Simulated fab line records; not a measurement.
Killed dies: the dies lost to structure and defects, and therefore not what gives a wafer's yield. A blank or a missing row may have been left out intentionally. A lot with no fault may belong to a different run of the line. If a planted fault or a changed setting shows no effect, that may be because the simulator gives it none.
Which tool was responsible? | flow nand_harc | Sampling: 12 lots, 36 wafers, 5 of 1159 route steps

## WHAT THE GAUGES SHOWED, per wafer
NHARC_A_M1_THK_MEAS_24: measures by xrf.
lot  | measured     | on            | thk_nm (nm)
L103 | day 18 00:37 | film_metro-02 | 154.4 151.4 150.4
L104 | day 18 01:19 | film_metro-02 | 153.6 155.0 153.6
L105 | day 18 03:10 | film_metro-01 | 154.6 155.4 155.5
L102 | day 19 03:46 | film_metro-01 | 153.2 155.2 156.6
L107 | day 19 04:14 | film_metro-02 | 156.4 156.3 154.2
L110 | day 20 00:46 | film_metro-02 | 154.9 153.6 153.0
L118 | day 21 15:34 | film_metro-01 | 156.2 155.8 154.6
L119 | day 22 07:05 | film_metro-01 | 157.7 153.8 156.1
L120 | day 22 08:51 | film_metro-02 | 157.5 155.9 156.4
L122 | day 23 08:59 | film_metro-02 | 154.7 154.5 154.4
L123 | day 23 12:46 | film_metro-01 | 156.0 154.3 153.5
L124 | day 23 13:30 | film_metro-02 | 157.4 153.8 154.5

NHARC_END_SORT_01.
lot  | measured     | on        | defect_limited_yield (%) | killed_at_array | killed_at_other | killed_at_periphery | killed_dies | killed_open | killed_short | sort_bin_2_pct (%) | sort_bin_3_pct (%) | sort_bin_4_pct (%) | sort_n_pass | sort_rim_yield_pct (%) | sort_yield_pct (%)
L102 | day 20 23:13 | prober-02 | 94.2 95.6 96.8           | 30 26 17        | 5 1 2           | 4 3 3               | 39 30 22    | 8 1 0       | 2 2 4        | 1.8 1.5 0.9        | 0.30 0.15 0        | 3.7 2.8 2.4        | 638 647 655 | 95.3 94.3 97.2         | 94.2 95.6 96.8
L110 | day 21 15:00 | prober-01 | 97.9 96.9 98.7           | 11 18 6         | 1 1 0           | 2 2 3               | 14 21 9     | 2 1 2       | 2 3 1        | 0.6 0.9 0.3        | 0.15 0.15 0.15     | 1.3 2.1 0.9        | 663 656 668 | 100.0 98.1 99.1        | 97.9 96.9 98.7

## WHICH TOOL RAN EACH LOT (tool, then ch and the chambers of the sampled wafers, then the start)
lot  | NHARC_A_M1_PRE_CLEAN_32         | NHARC_THIN_TSV_DEGAS_53      | NHARC_THIN_TSV_ETCH_36
L103 | pecvd-02 ch 0,1,2, day 18 00:51 | pvd_sputter-03, day 19 05:19 | rie_metal-01 ch 0,1, day 19 07:01
L104 | pecvd-02 ch 0,2, day 18 01:32   | pvd_sputter-03, day 19 05:56 | rie_metal-02 ch 0,1, day 19 07:41
L105 | pecvd-02 ch 0,2, day 18 03:23   | pvd_sputter-01, day 19 05:04 | rie_metal-02 ch 0,1, day 19 06:37
L102 | pecvd-02 ch 0,2, day 19 03:59   | pvd_sputter-01, day 20 08:10 | rie_metal-03 ch 0,1, day 20 09:46
L107 | pecvd-04 ch 1,2, day 19 04:29   | pvd_sputter-01, day 20 02:08 | rie_metal-02 ch 0,1, day 20 03:41
L110 | pecvd-02 ch 0,2, day 20 01:36   | pvd_sputter-03, day 21 04:05 | rie_metal-02 ch 0,1, day 21 05:47
L118 | pecvd-02 ch 0,1,2, day 21 15:49 | pvd_sputter-03, day 22 17:28 | rie_metal-01 ch 1, day 22 19:15
L119 | pecvd-02 ch 0,2, day 22 07:19   | pvd_sputter-03, day 23 12:22 | rie_metal-01 ch 0,1, day 23 13:56
L120 | pecvd-01 ch 0,1,2, day 22 09:05 | pvd_sputter-01, day 23 10:58 | rie_metal-03 ch 0,1, day 23 12:38
L122 | pecvd-01 ch 0,1,2, day 23 09:13 | pvd_sputter-02, day 24 10:50 | rie_metal-03 ch 0,1, day 24 12:32
L123 | pecvd-02 ch 0,2, day 23 12:59   | pvd_sputter-02, day 24 11:49 | rie_metal-01 ch 0,1, day 24 13:31
L124 | pecvd-02 ch 0,1,2, day 23 13:44 | pvd_sputter-01, day 24 13:41 | rie_metal-03 ch 0,1, day 24 15:22
- NHARC_A_M1_PRE_CLEAN_32: time 12 s.
- NHARC_THIN_TSV_DEGAS_53: time 60 s.
- NHARC_THIN_TSV_ETCH_36: etches the open film in Cl2/BCl3, target depth 65 nm, time 18.571 s.

## AS READ BY THE TOOLS THEMSELVES (means over the sampled wafers that have a number; for cases with no such wafer, the mark the record gives instead)
NHARC_A_M1_PRE_CLEAN_32.
lot  | tool     | heater_power_w (W)
L103 | pecvd-02 | 606
L104 | pecvd-02 | 628
L105 | pecvd-02 | 632
L102 | pecvd-02 | 643
L107 | pecvd-04 | 664
L110 | pecvd-02 | 661
L118 | pecvd-02 | 641
L119 | pecvd-02 | 701
L120 | pecvd-01 | 587
L122 | pecvd-01 | 597
L123 | pecvd-02 | 626
L124 | pecvd-02 | 655

NHARC_THIN_TSV_DEGAS_53.
lot  | tool           | heater_power_w (W)
L103 | pvd_sputter-03 | 448
L104 | pvd_sputter-03 | 453
L105 | pvd_sputter-01 | 412
L102 | pvd_sputter-01 | 421
L107 | pvd_sputter-01 | 426
L110 | pvd_sputter-03 | 424
L118 | pvd_sputter-03 | 389
L119 | pvd_sputter-03 | 412
L120 | pvd_sputter-01 | 434
L122 | pvd_sputter-02 | 451
L123 | pvd_sputter-02 | 420
L124 | pvd_sputter-01 | 431

NHARC_THIN_TSV_ETCH_36.
lot  | tool         | chamber_pressure_mTorr (mTorr) | drypump_motor_current_A (A) | oes_product_au (a.u.)
L103 | rie_metal-01 | 9.992                          | 5.97                        | 1.007
L104 | rie_metal-02 | 10.005                         | 5.81                        | 1.005
L105 | rie_metal-02 | 9.999                          | 5.70                        | 1.006
L102 | rie_metal-03 | 9.999                          | 5.52                        | 1.003
L107 | rie_metal-02 | 9.991                          | 5.80                        | 1.001
L110 | rie_metal-02 | 10.007                         | 5.82                        | 1.010
L118 | rie_metal-01 | 10.005                         | 6.14                        | 1.016
L119 | rie_metal-01 | 9.999                          | 5.98                        | 1.010
L120 | rie_metal-03 | 9.996                          | 5.43                        | 1.011
L122 | rie_metal-03 | 9.996                          | 5.44                        | 1.000
L123 | rie_metal-01 | 10.005                         | 5.85                        | 1.005
L124 | rie_metal-03 | 9.996                          | 5.44                        | 1.001

## THE ANSWER, worked out from the rows above alone
Rule: usual is defined by the lots themselves. Put in order of their means at a reading, lots are off if they are a third of the lots or fewer, leave a main group of 4 or more, and stand apart from it by a gap of 3 or more times the standard deviation of the main group's means; of several such gaps the widest counts. The tables above print the reading to a certain number of digits; a main group whose means all agree to those digits is not used. A lot without any number at a reading at which 4 lots or more have one is off too. The other lots that the step has rows for count as sound. Order of review: gauges by route order, followed by the tools' own readings, for which a lot's mean as printed above is used. At the first step where some lot is off, the reading lying furthest off is the one used; lots without a number count as furthest.
No lot is off on any of the readings shown, so nothing can be concluded from this.

## WHAT THE SIMULATOR HAD PUT IN
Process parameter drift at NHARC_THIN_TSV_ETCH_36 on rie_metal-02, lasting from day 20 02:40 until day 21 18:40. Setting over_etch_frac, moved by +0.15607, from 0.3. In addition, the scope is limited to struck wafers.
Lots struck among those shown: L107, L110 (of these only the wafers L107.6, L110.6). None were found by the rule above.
